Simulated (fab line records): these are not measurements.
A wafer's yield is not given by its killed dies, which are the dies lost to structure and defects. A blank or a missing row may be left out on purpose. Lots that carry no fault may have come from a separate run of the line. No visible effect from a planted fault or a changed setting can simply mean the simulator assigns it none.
Check for tools in common    flow nand_harc    Sampled: 2 lots, 6 wafers

## WHY THIS WAS OPENED
On 2 of the 2 lots, a flag is raised at NHARC_END_SORT_01 on the reading killed_at_array. No-fault wafers: 31, standard deviation 12.
Rule: a lot gets a flag if all its wafers with a number sit over 4 standard deviations from that mean, or if no wafer of it has a number. The other lots count as sound.

lot   measured      on         killed_at_array, wafer by wafer  flag
L617  day 22 04:41  prober-01  675 673 676                      FLAGGED
L618  day 22 13:14  prober-02  674 672 672                      FLAGGED
The mean of the flagged lots' numbers is 674, +643 from the usual (+54 standard deviations).

## WHICH TOOL RAN EACH LOT
3 process steps preceding the reading are held in the record, out of 1159 steps in the route. Every cell lists first the tool, next ch and the chambers used by the sampled wafers, and last the start.
lot   flag     NHARC_A_CONTACT_ETCH_106            NHARC_A_CONTACT_ETCH_30             NHARC_A_CONTACT_ETCH_98
L617  FLAGGED  rie_diel-05 ch 0,1,2, day 19 13:11  rie_diel-06 ch 0,1,3, day 19 17:18  rie_diel-06 ch 1,2,3, day 22 04:41 or earlier
L618  FLAGGED  rie_diel-06 ch 1,2,3, day 19 15:54  rie_diel-06 ch 0,1,3, day 19 21:18  rie_diel-06 ch 0,1,3, day 22 13:14 or earlier
What is done by these steps:
- NHARC_A_CONTACT_ETCH_106: etches the open film in CF4/O2, target depth 60 nm, overetch 6 nm, time 33 s.
- NHARC_A_CONTACT_ETCH_30: etches the open film in CF4/CHF3, target depth 60.5 nm, time 30.2 s.
- NHARC_A_CONTACT_ETCH_98: etches the open film in C4F6/O2, target depth 20 nm, time 10 s.
- NHARC_END_SORT_01

## FLAGGED AGAINST TOTAL, ONE TOOL AT A TIME (gauges that did the reading follow at the end)
step                      tool         lots run  flagged  share of the flagged lots  sound lots run after its first flagged lot
NHARC_A_CONTACT_ETCH_106  rie_diel-05  1         1        some                       0
NHARC_A_CONTACT_ETCH_106  rie_diel-06  1         1        some                       0
NHARC_A_CONTACT_ETCH_30   rie_diel-06  2         2        all                        0
NHARC_A_CONTACT_ETCH_98   rie_diel-06  2         2        all                        0
NHARC_END_SORT_01         prober-01    1         1        some                       0
NHARC_END_SORT_01         prober-02    1         1        some                       0
NHARC_A_CONTACT_ETCH_98 gives no start for some lots, so the hours and the order of its lots are those of NHARC_END_SORT_01.

## WHAT IS ALLOWED BY THE TABLE
Rows of the table that ran all the flagged lots, 2 in number: rie_diel-06 at NHARC_A_CONTACT_ETCH_30; rie_diel-06 at NHARC_A_CONTACT_ETCH_98.
- rie_diel-06 at NHARC_A_CONTACT_ETCH_30: 2 of its 2 lots flagged. The start can't be narrowed down: in this sample, it ran no sound lot prior to its first flagged lot.
- rie_diel-06 at NHARC_A_CONTACT_ETCH_98: 2 of its 2 lots flagged. The start can't be narrowed down: in this sample, it ran no sound lot prior to its first flagged lot.
One tool is left: rie_diel-06 at NHARC_A_CONTACT_ETCH_30 and NHARC_A_CONTACT_ETCH_98.

## WHAT THE SIMULATOR HAD PUT IN
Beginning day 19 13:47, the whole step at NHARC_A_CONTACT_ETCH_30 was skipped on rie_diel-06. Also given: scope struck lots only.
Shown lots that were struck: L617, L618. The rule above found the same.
